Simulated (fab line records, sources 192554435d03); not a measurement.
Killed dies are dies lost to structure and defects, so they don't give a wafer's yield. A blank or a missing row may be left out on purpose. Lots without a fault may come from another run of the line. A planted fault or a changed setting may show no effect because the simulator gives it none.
fab line records | flow n5_finfet
record lots=8 wafers=21 last_day=18
route steps=1938 shown BEOL_M11@1557 BEOL_M15@1830 PASSIVATION@1936
lots that met no fault: from a run of the same line without faults
start_h: hours from the record's first day to the start of the lot's first wafer shown | wait_h: hours since the lot's step before | " the same as in the row above | L1.1+2: a row that stands for several wafers | - no value, or no start given | * or withheld: withheld | < > ~ a bound
route shown NAME@n: a module of which the file shows steps, and the number in the route of the first | usual: mean/standard deviation of fault-free wafers | same: alike in all rows | chamber/n: place in a boat | sites: the reading at each site | _std_site: their standard deviation | _edge_site: outer sites' mean less inner sites' | radius_mm: how far each site lies from the wafer's centre | mask NAME#n: copy n | behind: the tool/chamber that last shaped the wafer | hold: why the lot was held/for how many hours/how that ended | device: the transistor (n, p or np) that didn't switch | end of line: the same wafers' tests at the end of the route | a step without rows: its recipe alone | killed: dies lost to structure and defects at the first sort, not the wafer's yield | map: a wafer's dies, x killed, . not, _ none there
set.NAME: the setting as run; set.NAME@STEP: as run at that earlier step | model.NAME: the simulator's own value behind a step, which no gauge read
steps of the route over a sample of lots; a table a step, a row a wafer
services: from which hour (start_h, from the record's first day; less than 0 if before it) a tool's chamber was out of use, for how many hours, and why
## steps
# step N5_BEOL_M11_HM_OPEN_17
# recipe chemistry=Cl2/BCl3 target_depth_a=200 overetch_a=60 target=TiN mask_material=SOC ion_energy_ev=150 pressure_mtorr=10 icp_w=1000 bias_w=126 Cl2_flow_sccm=53.25 bcl3_flow_sccm=21.75 Ar_flow_sccm=25
# usual drypump_motor_current_A=5.67/0.26 mfc_ar_sccm=25.00/0.074 oes_product_au=0.74/0.054 throttle_valve_pct=22.39/0.23
# columns lot.wafer tool chamber start_h wait_h drypump_motor_current_A mfc_ar_sccm oes_product_au rf_hours_counter_h throttle_valve_pct
L422.1 rie_metal-02 1 239.56 0.0 5.82 25.00 0.77 9 22.29
L422.2 " 1 " " 5.83 24.99 0.77 - 22.30
L422.4 " 1 " " 5.80 25.04 0.77 - 22.30
L423.2 rie_metal-02 1 263.60 0.0 5.82 25.01 0.76 12 22.31
L423.3 " 1 " " 5.81 25.01 0.77 - 22.29
L426.3 rie_metal-01 0 268.73 0.1 5.40 24.86 0.72 - 22.48
L426.4 " 1 " " 5.87 25.20 0.77 - 22.82
L426.6 " 0 " " 5.39 25.07 0.71 - 22.50
L439.1 rie_metal-03 0 368.52 0.0 6.02 24.90 0.80 8 22.29
L439.3 " 1 " " 5.47 24.96 0.63 - 22.30
L439.4 " 0 " " 6.03 25.03 0.80 - 22.28
L442.2 rie_metal-01 1 371.41 0.0 5.86 25.11 0.74 20 22.80
L442.4 " 0 " " 5.38 24.90 0.70 - 22.49
L441.2 rie_metal-03 0 372.02 0.1 6.01 24.99 0.80 - 22.29
L441.3 " 0 " " 5.99 24.93 0.79 - 22.29
L441.5 " 0 " " 5.98 24.95 0.80 - 22.26
L443.4 rie_metal-02 0 379.79 0.1 5.28 25.20 0.74 - 22.02
L443.5 " 0 " " 5.28 25.14 0.75 - 22.03
L443.6 " 1 " " 5.78 25.01 0.71 - 22.35
L444.2 rie_metal-03 0 385.18 0.1 6.01 24.93 0.78 - 22.29
L444.4 " 0 " " 6.01 24.93 0.79 - 22.32
# step N5_BEOL_M11_TRENCH_ETCH_37
# recipe chemistry=C4F6/O2 target_depth_a=1488.3 target=SiCOH_lowk time_s=48 ion_energy_ev=250 pressure_mtorr=30 source_w=345 bias_w=185 Ar_flow_sccm=300 C4F6_flow_sccm=10 O2_flow_sccm=10
# usual drypump_motor_current_A=6.0/0.36 mfc_ar_sccm=300.0/0.94 oes_f_703_au=0.79/0.095 oes_o_777_au=0.79/0.097 oes_product_au=0.80/0.097 rf_fwd_power_W=341.1/1.9 rf_vpp_V=671/19 showerhead_plenum_p_Torr=2.83/0.091 throttle_valve_pct=20.89/0.24
# columns lot.wafer tool chamber start_h wait_h drypump_motor_current_A mfc_ar_sccm oes_f_703_au oes_o_777_au oes_product_au rf_fwd_power_W rf_hours_counter_h rf_vpp_V showerhead_plenum_p_Torr throttle_valve_pct
L422.1 rie_diel-01 3 249.73 - 5.9 299.3 0.67 0.67 0.69 343.3 221 668 2.83 21.09
L422.2 " 2 " " 6.0 299.2 0.73 0.72 0.72 341.5 182 680 2.93 21.12
L422.4 " 1 " " 6.1 298.6 0.86 0.86 0.87 345.2 45 665 2.78 20.98
L423.2 rie_diel-01 3 267.38 - 5.9 301.3 0.67 0.66 0.69 341.0 223 669 2.83 21.08
L423.3 " 1 " " 6.1 300.2 0.85 0.86 0.86 341.3 51 666 2.78 21.01
L426.3 rie_diel-01 1 269.69 - 6.1 302.8 0.86 0.85 0.85 340.0 52 665 2.78 21.00
L426.4 " 3 " " 5.9 300.1 0.67 0.67 0.69 343.2 224 667 2.83 21.08
L426.6 " 1 " " 6.1 300.0 0.85 0.85 0.86 341.4 - 665 2.78 20.99
L439.1 rie_diel-01 2 369.93 - 6.1 298.7 0.71 0.69 0.68 340.8 215 679 2.92 21.17
L439.3 " 0 " " 6.2 299.5 1.06 0.99 0.90 421.5 57 591 2.89 20.80
L439.4 " 3 " " 5.9 299.7 0.65 0.65 0.67 343.2 247 666 2.82 21.11
L442.2 rie_diel-03 1 374.93 - 5.8 298.0 0.77 0.75 0.83 341.5 72 688 2.76 20.78
L442.4 " 0 " " 5.3 299.2 0.74 0.76 0.73 341.4 174 676 2.81 20.76
L441.2 rie_diel-01 0 375.35 - 6.2 302.1 1.05 0.98 0.89 419.2 58 589 2.89 20.77
L441.3 " 2 " " 6.0 300.1 0.71 0.69 0.68 343.7 217 679 2.92 21.17
L441.5 " 0 " " 6.2 301.5 1.05 0.99 0.89 421.6 - 587 2.89 20.78
L443.4 rie_diel-03 3 383.48 - 6.4 299.7 1.00 1.03 0.94 342.3 6 679 2.88 20.56
L443.5 " 2 " " 6.6 299.7 0.90 0.91 0.89 338.2 - 680 2.75 20.55
L443.6 " 1 " " 5.9 298.2 0.76 0.75 0.83 342.5 - 687 2.76 20.81
L444.2 rie_diel-02 0 387.18 - 6.6 301.3 0.80 0.82 0.81 340.8 112 650 2.87 20.63
L444.4 " 2 " " 5.7 300.2 0.92 0.91 0.91 340.7 51 681 2.99 21.01
# step N5_BEOL_M11_DEGAS_44
# recipe ambient=vacuum temp_c=250 time_s=60
# usual heater_power_w=336/23 susceptor_temp_C=250.03/0.17
# columns lot.wafer tool chamber start_h wait_h heater_power_w susceptor_temp_C
L422.1 pvd_sputter-02 - 250.61 0.5 363 249.84
L422.2 " - " " 326 250.13
L422.4 " - " " 379 250.01
L423.2 pvd_sputter-02 - 268.48 0.6 330 250.03
L423.3 " - " " 307 249.94
L426.3 pvd_sputter-02 - 271.08 0.9 358 249.72
L426.4 " - " " 327 250.04
L426.6 " - " " 324 250.04
L439.1 pvd_sputter-03 - 371.18 0.8 356 250.33
L439.3 " - " " 315 249.98
L439.4 " - " " 316 250.27
L442.2 pvd_sputter-02 - 375.64 0.2 359 250.00
L442.4 " - " " 332 249.79
L441.2 pvd_sputter-02 - 376.08 0.3 310 250.19
L441.3 " - " " 330 250.32
L441.5 " - " " 313 250.07
L443.4 pvd_sputter-03 - 384.19 0.1 345 249.99
L443.5 " - " " 362 250.19
L443.6 " - " " 329 249.85
L444.2 pvd_sputter-02 - 388.13 0.5 301 250.01
L444.4 " - " " 371 249.90
# step N5_BEOL_M11_PRE_CLEAN_45
# recipe gas=H2/He time_s=30 temp_c=250
# usual heater_power_w=336/24 susceptor_temp_C=250.01/0.17
# columns lot.wafer tool chamber start_h wait_h heater_power_w susceptor_temp_C
L422.1 pvd_sputter-02 - 250.65 0.0 362 249.94
L422.2 " - " " 322 249.91
L422.4 " - " " 376 249.61
L423.2 pvd_sputter-02 - 268.52 0.0 328 249.73
L423.3 " - " " 305 250.24
L426.3 pvd_sputter-02 - 271.12 0.0 366 249.97
L426.4 " - " " 325 249.93
L426.6 " - " " 340 249.95
L439.1 pvd_sputter-03 - 371.22 0.0 345 249.79
L439.3 " - " " 311 249.94
L439.4 " - " " 320 250.28
L442.2 pvd_sputter-02 - 375.68 0.0 362 250.32
L442.4 " - " " 329 250.12
L441.2 pvd_sputter-02 - 376.12 0.0 309 249.89
L441.3 " - " " 323 250.43
L441.5 " - " " 312 249.99
L443.4 pvd_sputter-03 - 384.23 0.0 353 249.98
L443.5 " - " " 350 249.99
L443.6 " - " " 318 250.13
L444.2 pvd_sputter-02 - 388.17 0.0 308 249.49
L444.4 " - " " 371 249.81
# step N5_BEOL_M15_RC_MEAS_101
# usual COMB_M10=1.5e-11/3e-12 COMB_M11=1.5e-11/2.9e-12 COMB_M12=6.4e-12/1.4e-12 COMB_M12_max_site=9e-12/2.2e-12 COMB_M13=4.9e-12/1e-12 COMB_M14=3.8e-12/9.5e-13 COMB_M15=2.7e-12/7.1e-13 COMB_M5=3.7e-11/6.9e-12 COMB_M6=2.6e-11/5.1e-12 COMB_M7=2.5e-11/4.9e-12 COMB_M8=2.7e-11/5.4e-12 COMB_M9=1.5e-11/3.1e-12 COMB_M9_max_site=2.1e-11/5.1e-12 SERP_M10=3.01/0.094 SERP_M11=3.08/0.13 SERP_M12=0.625/0.023 SERP_M13=0.311/0.0091 SERP_M14=0.160/0.0054 SERP_M5=39.5/2.5 SERP_M6=13.4/0.63 SERP_M7=13.6/0.69 SERP_M8=13.5/0.64 SERP_M9=3.11/0.13
# columns lot.wafer tool chamber start_h wait_h COMB_M10[S/m] COMB_M11[S/m] COMB_M12[S/m] COMB_M12_max_site[S/m] COMB_M13[S/m] COMB_M14[S/m] COMB_M15[S/m] COMB_M5[S/m] COMB_M6[S/m] COMB_M7[S/m] COMB_M8[S/m] COMB_M9[S/m] COMB_M9_max_site[S/m] SERP_M10[ohm/um] SERP_M11[ohm/um] SERP_M12[ohm/um] SERP_M13[ohm/um] SERP_M14[ohm/um] SERP_M5[ohm/um] SERP_M6[ohm/um] SERP_M7[ohm/um] SERP_M8[ohm/um] SERP_M9[ohm/um]
L422.1 prober-01 0 275.53 0.0 1.4e-11 1.67e-11 5.8e-12 7.2e-12 2.7e-12 2.7e-12 1.8e-12 4.1e-11 3.5e-11 2.4e-11 2.4e-11 1.1e-11 1.5e-11 2.91 3.14 0.633 0.316 0.162 38.3 14.6 13.3 13.1 3.37
L422.2 " 0 " " 1.1e-11 1.99e-11 4.5e-12 6.6e-12 4.7e-12 2.9e-12 1.7e-12 4.6e-11 3e-11 2e-11 2.7e-11 1.7e-11 2.9e-11 2.96 3.05 0.669 0.299 0.155 40.9 14.7 13.3 14.0 3.22
L422.4 " 0 " " 1.2e-11 1.18e-11 5.2e-12 6.6e-12 3.4e-12 3.6e-12 3.2e-12 4.6e-11 4.3e-11 2.6e-11 2.5e-11 1.1e-11 1.6e-11 2.92 3.14 0.618 0.310 0.165 42.2 13.9 13.6 14.0 3.08
L423.2 prober-01 0 292.56 0.2 1.6e-11 1.88e-11 6.3e-12 9.8e-12 3.4e-12 3.2e-12 3.1e-12 3.7e-11 3e-11 2.8e-11 2.6e-11 1.6e-11 2.2e-11 2.90 3.10 0.630 0.310 0.171 36.1 13.5 14.5 15.0 2.86
L423.3 " 0 " " 1.7e-11 1.36e-11 6.8e-12 9.6e-12 3.4e-12 3.5e-12 2.3e-12 3.2e-11 3.2e-11 2.1e-11 2.4e-11 1.4e-11 2e-11 2.97 3.07 0.657 0.300 0.158 37.6 13.8 14.1 13.5 3.27
L426.3 prober-01 0 300.67 0.3 1.5e-11 9e-12 8.1e-12 9.3e-12 3.3e-12 3.2e-12 1.8e-12 4.6e-11 2.1e-11 2.1e-11 2.5e-11 1.6e-11 2.2e-11 3.06 3.15 0.620 0.290 0.162 37.0 12.2 12.9 13.3 3.07
L426.4 " 0 " " 2e-11 1.3e-11 5.5e-12 7.6e-12 4.2e-12 2.8e-12 2.2e-12 3.8e-11 2.4e-11 2.6e-11 2.8e-11 1.3e-11 2.6e-11 2.86 3.12 0.602 0.308 0.158 34.8 14.0 12.8 13.6 3.10
L426.6 " 0 " " 1.2e-11 1.31e-11 7e-12 9.7e-12 3.6e-12 3.1e-12 1.9e-12 3.7e-11 2.7e-11 2.8e-11 2.9e-11 1.1e-11 2.2e-11 3.06 3.12 0.599 0.286 0.167 39.0 14.4 14.0 13.1 2.78
L439.1 prober-01 0 398.23 0.0 1.1e-11 1.73e-11 4.8e-12 6.4e-12 5.9e-12 3.6e-12 2.9e-12 2.8e-11 3e-11 2.4e-11 2.1e-11 1.3e-11 2e-11 3.04 3.04 0.615 0.309 0.158 33.0 13.3 14.3 14.4 3.14
L439.3 " 0 " " 1.2e-11 1.93e-11 5.7e-12 8.4e-12 3.9e-12 3.5e-12 2.4e-12 3.8e-11 2.9e-11 3.5e-11 2.2e-11 1.3e-11 2.6e-11 2.94 2.74 0.583 0.322 0.171 44.9 12.6 13.0 12.7 2.85
L439.4 " 0 " " 1e-11 1.29e-11 4.7e-12 7.6e-12 4.4e-12 3.9e-12 2.3e-12 4e-11 2.2e-11 2.5e-11 2.5e-11 2e-11 3e-11 3.00 3.27 0.647 0.319 0.158 36.0 12.4 14.8 13.5 3.03
L442.2 prober-01 0 404.87 0.2 1e-11 1.6e-11 5.2e-12 5.9e-12 4e-12 3.6e-12 2.3e-12 3.5e-11 2.7e-11 2.6e-11 3.1e-11 2.1e-11 2.4e-11 2.94 3.10 0.599 0.319 0.160 44.0 13.2 14.4 12.8 2.99
L442.4 " 0 " " 1.2e-11 1.54e-11 6.2e-12 9.3e-12 5e-12 2.7e-12 2.7e-12 3.3e-11 2.6e-11 2.9e-11 3.4e-11 1.5e-11 2.6e-11 2.99 3.18 0.600 0.309 0.158 38.7 12.9 14.4 13.1 3.33
L441.2 prober-01 0 409.88 0.2 1.8e-11 1.39e-11 6.6e-12 9.2e-12 4.1e-12 4e-12 1e-12 4.3e-11 3.7e-11 3.1e-11 3e-11 1.9e-11 3e-11 2.88 2.73 0.590 0.305 0.158 38.2 13.0 12.9 12.4 2.80
L441.3 " 0 " " 1.2e-11 1.56e-11 6.9e-12 7.9e-12 4.6e-12 2.6e-12 2.5e-12 4.1e-11 2.3e-11 3.2e-11 1.9e-11 1.3e-11 1.7e-11 2.86 3.14 0.613 0.310 0.165 40.7 13.8 12.3 14.2 3.18
L441.5 " 0 " " 1.6e-11 1.86e-11 4.6e-12 8.9e-12 3.8e-12 4.5e-12 1.8e-12 3.3e-11 1.8e-11 2.7e-11 2.3e-11 2.2e-11 2.9e-11 3.13 2.76 0.615 0.300 0.154 39.1 13.0 13.4 12.4 2.87
L443.4 prober-02 0 415.10 0.5 1.3e-11 2.15e-11 5.6e-12 6.6e-12 6e-12 3.7e-12 3.4e-12 4e-11 2.6e-11 2.6e-11 3.2e-11 1.2e-11 1.9e-11 3.14 2.97 0.592 0.313 0.170 37.3 13.0 12.8 14.2 3.27
L443.5 " 0 " " 1.9e-11 1.37e-11 5.8e-12 8.9e-12 5.2e-12 5.2e-12 4e-12 2.4e-11 2.6e-11 2.5e-11 3.6e-11 1.6e-11 2.2e-11 3.01 3.07 0.594 0.311 0.158 41.2 13.4 13.0 14.1 3.19
L443.6 " 0 " " 1.9e-11 1.62e-11 4.9e-12 8.2e-12 4.8e-12 3.6e-12 3.6e-12 3.1e-11 3.5e-11 2.4e-11 3.1e-11 1.9e-11 2.7e-11 3.05 3.20 0.628 0.312 0.170 38.8 13.1 13.5 14.0 3.20
L444.2 prober-02 0 422.49 0.2 1.4e-11 1.53e-11 6.1e-12 8.3e-12 5.4e-12 4.8e-12 2.9e-12 3.6e-11 2.9e-11 3e-11 2.6e-11 1.3e-11 1.6e-11 2.93 3.05 0.609 0.290 0.166 41.6 13.6 14.4 13.4 3.05
L444.4 " 0 " " 1.3e-11 1.64e-11 6.6e-12 1.07e-11 5.4e-12 3.3e-12 3.2e-12 4.2e-11 2.5e-11 3.8e-11 2.7e-11 1.3e-11 1.6e-11 3.13 2.77 0.620 0.304 0.163 42.2 13.4 15.0 12.7 3.33
# sites SERP_M11 radius_mm=0,75,75,75,75,140,140,140,140
L422.1 3.07 3.13 3.14 3.12 3.12 3.27 3.23 3.21 3.33
L423.2 2.96 3.10 3.07 3.07 3.08 3.34 3.25 3.29 3.30
L426.3 3.16 3.18 3.22 3.15 3.16 3.07 3.07 3.15 3.06
L439.1 3.11 3.08 3.06 3.13 3.04 3.00 2.94 3.00 2.91
L442.2 3.20 3.16 3.10 3.19 3.15 3.07 3.00 3.09 2.98
L441.2 2.74 2.81 2.78 2.82 2.72 2.70 2.69 2.73 2.66
L443.4 2.89 2.97 2.93 2.97 2.93 3.08 2.95 3.02 3.02
L444.2 2.98 3.04 3.05 3.07 3.06 3.04 3.03 3.06 3.09
# step N5_PASSIVATION_PROBE_49
# usual defect_limited_yield=91.1/1.3 killed_at_M0_to_M3=32/9.7 killed_at_M4_up=16/6 killed_at_contacts=12/5.9 killed_at_front_end=41/11 killed_at_other=4/3.1 killed_dies=104/16 killed_on_rim=14/4 killed_open=68/12 killed_short=34/7.4 sort_bin_5_function=5.1/0.85 sort_bin_6_memory=3.3/0.66 sort_n_pass=1075/16 sort_yield_pct=91.1/1.4
# same gross_dies=1180 killed_at_back_side=0 sort_bin_4_leakage[%]=0 sort_bin_8_speed[%]=0
# columns lot.wafer tool chamber start_h wait_h defect_limited_yield[%] killed_at_M0_to_M3 killed_at_M4_up killed_at_contacts killed_at_front_end killed_at_other killed_dies killed_on_rim killed_open killed_short sort_bin_5_function[%] sort_bin_6_memory[%] sort_n_pass sort_yield_pct[%]
L439.1 prober-01 - 412.94 0.0 91.0 30 9 9 55 3 106 15 58 38 4.7 3.3 1074 91.0
L439.3 prober-01 - 413.04 0.1 88.3 48 6 16 66 2 138 11 87 51 6.5 4.8 1042 88.3
L439.4 prober-01 - 413.09 0.2 90.8 37 14 11 42 4 108 21 67 30 4.7 3.4 1072 90.8
# killed by level:class
L439.1 HKMG_FIN:area_etch=10 FIN_SAQP:geometric_particle:short=9 STI_FIN_REVEAL:geometric_particle:open=9 BEOL_M3:geometric_particle:open=9 MOL_CONTACT_COAG:geometric_particle:open=6 ILD0:geometric_particle:short=5 BEOL_M1:geometric_particle:open=5 STI_FIN_REVEAL:geometric_particle:short=4
L439.3 FIN_SAQP:geometric_particle:open=20 FIN_SAQP:geometric_particle:short=18 BEOL_M3:geometric_particle:open=18 MOL_CONTACT_COAG:geometric_particle:open=15 DUMMY_GATE:geometric_particle:open=8 BEOL_M0_SAQP:geometric_particle:short=7 ILD0:geometric_particle:short=7 BEOL_M3:geometric_particle:short=5
L439.4 MOL_CONTACT_COAG:geometric_particle:open=10 BEOL_M1:geometric_particle:open=10 HKMG_FIN:area_etch=10 FIN_SAQP:geometric_particle:open=7 DUMMY_GATE:geometric_particle:open=7 BEOL_M3:geometric_particle:open=7 BEOL_M0_SAQP:geometric_particle:short=6 STI_FIN_REVEAL:geometric_particle:open=3
## services
# columns tool chamber start_h hours kind
rie_metal-02 0 223.46 - clean
rie_metal-02 0 223.46 20.6 scheduled_down
rie_metal-02 0 223.46 20.6 vent_cycle
rie_metal-03 0 243.12 - clean
rie_metal-03 0 243.12 20.8 scheduled_down
rie_metal-03 0 243.12 20.8 vent_cycle
rie_diel-01 3 254.41 9.7 repair
rie_diel-02 3 255.88 9.2 repair
rie_diel-03 3 274.13 5.8 repair
rie_diel-01 3 275.10 4.1 repair
rie_diel-03 2 283.09 - clean
rie_diel-03 2 283.09 - consumable_replace:focus_ring
rie_metal-03 - 295.92 14.6 pm
rie_diel-03 0 311.45 3.0 repair
rie_metal-01 0 320.04 4.9 repair
rie_metal-01 - 327.12 14.6 pm
rie_metal-03 - 337.52 1.8 repair
rie_diel-02 1 338.28 8.1 repair
rie_diel-02 - 367.53 0.8 repair
rie_metal-03 1 370.29 29.6 repair
rie_diel-01 3 380.35 - clean
rie_diel-01 3 380.35 - consumable_replace:focus_ring
rie_diel-01 3 380.35 17.6 scheduled_down
rie_diel-01 3 380.35 17.6 vent_cycle
## key
first_sign step=N5_BEOL_M11_TRENCH_ETCH_37 reading=rf_fwd_power_W direction=up sigmas=42 usual=* struck=*
effect step=N5_BEOL_M11_TRENCH_ETCH_37 reading=rf_vpp_V direction=down sigmas=4.2 usual=671 struck=589
effect step=N5_BEOL_M15_RC_MEAS_101 reading=SERP_M11 direction=down sigmas=2.6 usual=3.08 struck=2.74
met_at N5_BEOL_M11_TRENCH_ETCH_37
struck_lots L439,L441
struck_wafers L439.3,L441.2,L441.5
baseline_loss step=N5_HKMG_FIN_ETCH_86 wafers=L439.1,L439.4
not_acting_at N5_BEOL_M11_HM_OPEN_17,N5_BEOL_M11_DEGAS_44,N5_BEOL_M11_PRE_CLEAN_45
fault kind=process_parameter_drift tool=rie_diel-01 chamber=0 onset_h=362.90 steps=N5_BEOL_M11_TRENCH_ETCH_37 channel=source_w offset=82.8 shape=step end_h=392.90 acts_in=these_recipes_only stated=345
# baseline_loss: these wafers lose ten dies or more at that step, a loss of the line's own and not of a fault; the sort's usual values leave them out
